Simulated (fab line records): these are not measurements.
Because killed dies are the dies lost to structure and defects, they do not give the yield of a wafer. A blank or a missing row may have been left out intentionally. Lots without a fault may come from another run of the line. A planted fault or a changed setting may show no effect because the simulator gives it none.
fab line records	flow n5-finfet
record: lots: 10	wafers: 28	last-day: 21
route steps=1938 shown BEOL_M3@956 BEOL_M4@1111
lots with no fault: from the same line, run without faults
start-h: hours from the record's opening day to when the first of the lot's shown wafers began	wait-h: how many hours have passed since the lot's step before this one	" as in the row above	L1.1+2: a row that stands for several wafers	- no value present, or no start provided	* or withheld: withheld	< > ~ a bound
route shown NAME@n: NAME is a module with steps in the file, n the number in the route of the first one	usual: average and standard deviation across the fault-free wafers	same: alike in all rows	chamber/n: place in a boat	sites: the reading at each site	_std_site: standard deviation of those values	_edge_site: mean of outer sites minus mean of inner sites	radius-mm: for every site, how far away it sits from the centre of the wafer	mask NAME#n: copy n	behind: the most recent tool/chamber to have shaped the wafer	hold: why the lot was held/for how many hours/how that ended	device: whichever transistor did not switch (one of n, p or np)	end of line: the same wafers' tests at the end of the route	a step with no rows: only its recipe	killed: the dies lost at the first sort to structure and to defects; this is not the yield of the wafer	map: the dies of a wafer, with x for killed, . for not killed, _ for no die there
set.NAME: the setting that was run; set.NAME@STEP: the one run at that earlier step	model.NAME: the simulator's own value behind a step, which no gauge read
a sample of lots followed through the steps of the route, with each step as a table and each wafer as a row
services: a tool's chamber out of use, with start hour (start-h, from the record's first day; less than 0 if before it), hours out, and reason
== steps ==
step: N5_BEOL_M3_CD_MEAS_18
recipe: pitch-nm: 36	target-cd-nm: 18
usual: cd-nm: 18.1/0.36
lot.wafer	tool	chamber	start-h	wait-h	cd-nm
L646.2	cd-sem-01	-	199.10	0.1	18.6
L646.5	"	-	"	"	17.9
L646.6	"	-	"	"	18.0
L647.2	cd-sem-03	-	212.90	0.1	18.0
L647.6	"	-	"	"	17.8
L648.1	cd-sem-03	-	215.64	0.0	18.2
L648.4	"	-	"	"	18.0
L648.6	"	-	"	"	17.8
L651.1	cd-sem-02	-	227.66	0.0	17.8
L651.2	"	-	"	"	18.3
L651.6	"	-	"	"	17.9
L650.4	cd-sem-02	-	234.68	0.1	18.8
L650.5	"	-	"	"	18.0
L652.1	cd-sem-03	-	241.08	0.0	18.2
L652.3	"	-	"	"	18.8
L652.6	"	-	"	"	17.7
L659.1	cd-sem-02	-	278.38	0.0	18.3
L659.2	"	-	"	"	18.4
L659.5	"	-	"	"	18.6
L662.3	cd-sem-03	-	303.19	0.1	17.7
L662.5	"	-	"	"	17.7
L662.6	"	-	"	"	17.9
L665.1	cd-sem-03	-	322.69	0.0	17.5
L665.3	"	-	"	"	17.9
L665.6	"	-	"	"	17.7
L667.2	cd-sem-03	-	333.96	0.1	17.4
L667.3	"	-	"	"	17.6
L667.6	"	-	"	"	17.5
step: N5_BEOL_M3_CD_MEAS_28
recipe: target-cd-nm: 25.7	landing-energy-ev: 500	detector: se-inlens	target-cd-y-nm: 23.3	polarity: opening
usual: cd-nm: 25.68/0.24
lot.wafer	tool	chamber	start-h	wait-h	cd-nm
L646.2	cd-sem-01	0	199.42	-	25.57
L646.5	"	0	"	"	25.72
L646.6	"	0	"	"	25.98
L647.2	cd-sem-03	0	213.22	-	25.25
L647.6	"	0	"	"	25.83
L648.1	cd-sem-02	0	216.09	-	25.76
L648.4	"	0	"	"	25.62
L648.6	"	0	"	"	25.51
L651.1	cd-sem-01	0	227.98	-	25.97
L651.2	"	0	"	"	25.66
L651.6	"	0	"	"	25.65
L650.4	cd-sem-01	0	234.99	-	25.53
L650.5	"	0	"	"	25.82
L652.1	cd-sem-03	0	241.40	-	25.60
L652.3	"	0	"	"	25.82
L652.6	"	0	"	"	26.00
L659.1	cd-sem-03	0	278.69	-	25.51
L659.2	"	0	"	"	25.34
L659.5	"	0	"	"	25.48
L662.3	cd-sem-03	0	303.64	-	25.62
L662.5	"	0	"	"	25.34
L662.6	"	0	"	"	25.77
L665.1	cd-sem-03	0	323.01	-	25.80
L665.3	"	0	"	"	26.07
L665.6	"	0	"	"	25.92
L667.2	cd-sem-01	0	334.40	-	25.69
L667.3	"	0	"	"	25.58
L667.6	"	0	"	"	25.90
step: N5_BEOL_M3_ALD_98
recipe: material: SiO2	target-thk-a: 25	temp-c: 100	ald-precursor-family: BDEAS	ald-co-reactant: O2-plasma	pulse-time-s: 1	co-reactant-pulse-time-s: 1	purge-time-s: 2	co-reactant-purge-time-s: 2	ald-cycles: 17	pressure-torr: 2
usual: ald-cycles: 17/0	heater-power-w: 81/9.7	precursor-pulse-height-rel: 1.002/0.021
lot.wafer	tool	chamber	start-h	wait-h	ald-cycles	heater-power-w	precursor-pulse-height-rel
L646.2	ald-sin-04	0	199.94	0.3	17	72	1.032
L646.5	"	3	"	"	17	77	1.029
L646.6	"	2	"	"	17	86	0.987
L647.2	ald-sin-04	1	213.47	0.1	17	79	1.021
L647.6	"	3	"	"	17	75	1.019
L648.1	ald-sin-01	3	216.71	0.1	17	82	1.027
L648.4	"	1	"	"	17	68	0.990
L648.6	"	3	"	"	17	83	1.013
L651.1	ald-sin-04	2	228.54	0.3	17	88	0.960
L651.2	"	3	"	"	17	77	0.993
L651.6	"	3	"	"	17	76	0.982
L650.4	ald-sin-03	2	235.25	0.1	17	77	1.006
L650.5	"	2	"	"	17	74	1.030
L652.1	ald-sin-04	0	241.65	0.1	17	71	0.975
L652.3	"	3	"	"	17	76	0.994
L652.6	"	0	"	"	17	69	0.974
L659.1	ald-sin-01	1	279.24	0.3	17	69	0.984
L659.2	"	3	"	"	17	84	1.043
L659.5	"	0	"	"	17	86	0.989
L662.3	ald-sin-04	3	303.89	0.1	17	74	0.992
L662.5	"	0	"	"	10	73	1.013
L662.6	"	3	"	"	17	74	0.977
L665.1	ald-sin-01	1	323.27	0.1	17	69	0.964
L665.3	"	2	"	"	17	99	1.031
L665.6	"	2	"	"	17	101	0.981
L667.2	ald-sin-01	3	334.70	0.1	17	85	1.024
L667.3	"	1	"	"	17	69	0.991
L667.6	"	1	"	"	17	69	1.002
step: N5_BEOL_M3_ETCH_41
recipe: chemistry: CH3F/O2	target: SiCN	target-depth-a: 299	taper-deg: 2	time-s: 52.5	ion-energy-ev: 120	mask-material: TiN	pressure-mtorr: 30	source-w: 395	bias-w: 75	Ar_flow_sccm: 150	CH3F_flow_sccm: 30	O2_flow_sccm: 20
usual: drypump-motor-current-A: 5.7/0.38	oes-product-au: 0.80/0.094	rf-vpp-V: 297.2/1.8	showerhead-plenum-p-Torr: 2.00/0.077	throttle-valve-pct: 16.3/0.32
lot.wafer	tool	chamber	start-h	wait-h	drypump-motor-current-A	oes-product-au	rf-hours-counter-h	rf-vpp-V	showerhead-plenum-p-Torr	throttle-valve-pct
L646.2	rie-diel-03	3	-	-	6.4	0.74	140	297.7	2.03	16.4
L646.5	"	3	"	"	6.5	0.74	-	297.3	2.03	16.4
L646.6	"	2	"	"	6.0	0.72	-	295.3	1.90	16.0
L647.2	rie-diel-02	3	-	-	5.4	0.83	50	299.8	2.12	16.0
L647.6	"	0	"	"	5.8	0.82	-	296.6	1.96	16.5
L648.1	rie-diel-02	3	-	-	5.4	0.83	51	299.4	2.12	16.0
L648.4	"	2	"	"	5.9	0.69	-	295.5	1.91	16.7
L648.6	"	0	"	"	5.8	0.82	-	295.4	1.96	16.4
L651.1	rie-diel-06	0	-	-	5.7	0.95	22	298.1	1.97	15.9
L651.2	"	3	"	"	5.4	0.96	8	299.3	2.14	16.5
L651.6	"	0	"	"	5.7	0.95	-	295.8	1.97	15.9
L650.4	rie-diel-02	3	-	-	5.4	0.83	-	300.0	2.12	16.0
L650.5	"	2	"	"	5.8	0.69	-	297.6	1.91	16.7
L652.1	rie-diel-06	0	-	-	5.7	0.94	25	296.2	1.97	15.9
L652.3	"	2	"	"	5.8	0.71	190	298.2	2.08	16.1
L652.6	"	3	"	"	5.4	0.95	-	299.1	2.14	16.5
L659.1	rie-diel-03	3	-	-	6.5	0.72	163	297.9	2.02	16.5
L659.2	"	0	"	"	5.2	0.89	23	295.9	1.95	16.2
L659.5	"	0	"	"	5.2	0.89	-	295.6	1.95	16.2
L662.3	rie-diel-03	1	-	-	5.9	0.98	3	298.5	2.05	15.9
L662.5	"	0	"	"	5.3	0.89	-	298.1	1.95	16.3
L662.6	"	3	"	"	6.5	0.72	-	297.6	2.02	16.5
L665.1	rie-diel-02	3	-	-	5.4	0.79	81	299.2	2.11	16.0
L665.3	"	1	"	"	4.8	0.75	191	297.3	2.02	16.8
L665.6	"	3	"	"	5.4	0.80	-	300.7	2.11	16.0
L667.2	rie-diel-03	1	-	-	5.9	0.94	16	298.5	2.04	15.9
L667.3	"	2	"	"	5.9	0.67	245	296.6	1.88	16.1
L667.6	"	2	"	"	5.9	0.68	-	295.2	1.88	16.1
step: N5_BEOL_M4_RC_MEAS_101
usual: DIBL_N: 37.7/2	DIBL_P: 37.7/2.3	IOFF_N: 0.18/0.039	IOFF_P: 0.23/0.042	ION_N: 681/12	ION_P: 463/8	SS_N: 71.9/0.68	SS_P: 73.6/0.71	VT_N: 248/3.2	VT_P: -249/3.1
lot.wafer	tool	chamber	start-h	wait-h	DIBL_N[mV/V]	DIBL_P[mV/V]	IOFF_N[nA/um]	IOFF_P[nA/um]	ION_N[uA/um]	ION_P[uA/um]	SS_N[mV/dec]	SS_P[mV/dec]	VT_N[mV]	VT_P[mV]
L646.2	prober-02	0	265.07	0.2	42.7	41.4	0.26	0.31	704	480	73.3	74.6	244	-245
L646.5	"	0	"	"	36.7	34.8	0.13	0.18	672	465	71.3	72.9	254	-254
L646.6	"	0	"	"	42.0	40.6	0.25	0.30	707	482	72.9	74.4	245	-247
L647.2	prober-02	0	276.70	0.2	38.0	37.0	0.19	0.20	692	462	71.4	73.3	247	-252
L647.6	"	0	"	"	37.4	37.3	0.16	0.21	681	459	71.2	73.3	249	-252
L648.1	prober-01	0	278.27	0.0	36.2	35.5	0.13	0.16	658	441	72.6	73.6	254	-256
L648.4	"	0	"	"	37.5	38.0	0.16	0.20	679	457	72.2	72.6	251	-254
L648.6	"	0	"	"	41.2	40.8	0.24	0.24	677	452	72.4	74.0	245	-250
L651.1	prober-01	0	298.57	0.0	40.2	40.8	0.22	0.27	673	456	72.8	74.5	246	-248
L651.2	"	0	"	"	39.1	39.3	0.21	0.24	687	465	72.5	73.8	247	-248
L651.6	"	0	"	"	38.9	38.2	0.19	0.22	662	449	71.9	73.5	251	-251
L650.4	prober-01	0	305.76	0.5	36.3	37.5	0.16	0.21	684	469	72.1	73.8	252	-249
L650.5	"	0	"	"	39.2	41.1	0.23	0.26	700	471	72.5	75.4	245	-248
L652.1	prober-02	0	306.99	0.0	38.7	39.1	0.19	0.25	679	459	72.9	74.1	248	-251
L652.3	"	0	"	"	36.7	36.1	0.15	0.18	680	458	72.5	73.9	250	-256
L652.6	"	0	"	"	37.4	39.1	0.18	0.25	695	471	72.8	74.3	251	-250
L659.1	prober-01	0	344.88	0.0	40.9	40.7	0.22	0.30	692	477	72.4	74.6	244	-242
L659.2	"	0	"	"	37.4	36.3	0.16	0.22	676	468	71.1	73.8	248	-250
L659.5	"	0	"	"	37.9	36.6	0.16	0.22	679	471	71.7	73.2	250	-249
L662.3	prober-01	0	360.36	0.3	38.0	36.7	0.18	0.22	665	457	71.2	73.7	248	-250
L662.5	"	0	"	"	37.0	35.4	0.16	0.20	677	462	71.2	73.1	248	-249
L662.6	"	0	"	"	39.6	38.5	0.20	0.24	681	463	72.0	74.4	246	-251
L665.1	prober-02	0	385.87	0.0	38.5	36.9	0.20	0.21	681	464	72.8	73.6	247	-249
L665.3	"	0	"	"	35.3	35.0	0.15	0.19	682	464	71.3	73.6	248	-249
L665.6	"	0	"	"	36.5	36.6	0.15	0.20	671	457	71.7	73.2	251	-249
L667.2	prober-02	0	402.43	0.2	36.5	36.5	0.16	0.26	662	460	71.5	73.6	250	-245
L667.3	"	0	"	"	33.3	31.9	0.12	0.17	680	463	70.8	73.0	248	-251
L667.6	"	0	"	"	36.9	37.3	0.19	0.26	686	475	72.2	74.0	248	-246
== services ==
tool	chamber	start-h	hours	kind
ald-sin-03	-	176.77	14.0	pm
rie-diel-06	3	179.10	4.1	repair
rie-diel-03	0	200.42	-	clean
rie-diel-03	0	200.42	-	consumable-replace:focus-ring
rie-diel-03	0	200.42	14.1	scheduled-down
rie-diel-03	0	200.42	14.1	vent-cycle
rie-diel-02	2	261.12	1.7	repair
rie-diel-03	3	264.21	16.9	repair
rie-diel-03	0	266.87	9.2	repair
ald-sin-04	-	268.33	14.0	pm
ald-sin-04	0	268.33	14.0	vent-cycle
ald-sin-04	1	268.33	14.0	vent-cycle
ald-sin-04	2	268.33	14.0	vent-cycle
ald-sin-04	3	268.33	14.0	vent-cycle
rie-diel-03	1	281.66	-	clean
ald-sin-04	0	282.33	-	clean
ald-sin-04	1	282.33	-	clean
ald-sin-04	2	282.33	-	clean
ald-sin-04	3	282.33	-	clean
ald-sin-03	3	283.07	3.2	repair
rie-diel-02	2	283.39	7.7	repair
ald-sin-01	2	289.05	6.1	repair
rie-diel-06	2	340.34	7.7	repair
ald-sin-01	-	340.47	2.8	pm
== key ==
first-sign: step: N5_BEOL_M3_ALD_98	reading: ald-cycles	direction: down	sigmas: 99+	usual: *	struck: *
effect none on later readings
met-at N5_BEOL_M3_ALD_98
struck-lots L662
struck-wafers L662.5
not-acting-at N5_BEOL_M3_CD_MEAS_18,N5_BEOL_M3_CD_MEAS_28,N5_BEOL_M3_ETCH_41
onset-between 241.65 303.89
fault: kind: process-parameter-drift	tool: ald-sin-04	chamber: -	onset-h: 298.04	steps: N5_BEOL_M3_ALD_98	channel: ald-cycles	offset: *	shape: step	end-h: 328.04	scope: struck-wafers-only	acts-in: *	stated: *
